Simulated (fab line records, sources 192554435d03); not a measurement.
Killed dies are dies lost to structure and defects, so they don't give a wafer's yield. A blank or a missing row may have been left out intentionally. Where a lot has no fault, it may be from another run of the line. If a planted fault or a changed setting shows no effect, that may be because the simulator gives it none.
2 desks, one fault | flow n5Finfet | only its own numbers are on each desk; what lay behind them is given at the end

== DESK OF THE TOOL OWNER: lithoTrack-01 ==
The tool's own readings at N5_MOL_CONTACT_COAG_PEB_82 (peb time 60 s): means of the sampled wafers that have a number, for each lot that ran on this tool. Marked OUT: a lot whose mean sits more than 4 standard deviations from the usual mean, which makes it out of limits; the brackets give that distance.
Columns: A = chillPlateTempC at N5_MOL_CONTACT_COAG_PEB_82, usual 23.01 C; B = exhaustPa at N5_MOL_CONTACT_COAG_PEB_82, usual 45.0 Pa
lot  | first seen here | A     | B
L294 | day 5 13:41     | 23.20 | 43.9
L306 | day 8 12:14     | 23.01 | 44.7
L316 | day 10 19:12    | 23.08 | 45.6
Result from this desk: across the 3 lots, nothing is out of limits.

== METROLOGY DESK ==
Means of the sampled wafers that have a number, per lot and without regard to the tool the lot ran on: this is what the gauges read. Marked OUT: a lot whose mean sits more than 4 standard deviations from the usual mean, which makes it out of limits; the brackets give that distance.
Columns: A = cdNm at N5_MOL_CONTACT_COAG_CD_MEAS_84, usual 25.07 nm
lot  | first seen here | A
L294 | day 5 13:46     | 25.25
L295 | day 5 15:14     | 25.00
L296 | day 5 20:46     | 25.07
L297 | day 6 02:40     | 24.81
L298 | day 6 10:31     | 25.28
L300 | day 6 23:34     | 24.85
L303 | day 7 15:13     | 25.05
L304 | day 7 23:11     | 25.11
L306 | day 8 12:17     | 24.89
L314 | day 10 09:11    | 25.20
L315 | day 10 16:01    | 25.34
L316 | day 10 19:16    | 25.01
Result from this desk: across the 12 lots, nothing is out of limits.

== TAKEN TOGETHER ==
Nothing out of limits was seen by the tool owner's desk.
Metrology desk: nothing out of limits seen.

== WHAT THE SIMULATOR HAD PUT IN ==
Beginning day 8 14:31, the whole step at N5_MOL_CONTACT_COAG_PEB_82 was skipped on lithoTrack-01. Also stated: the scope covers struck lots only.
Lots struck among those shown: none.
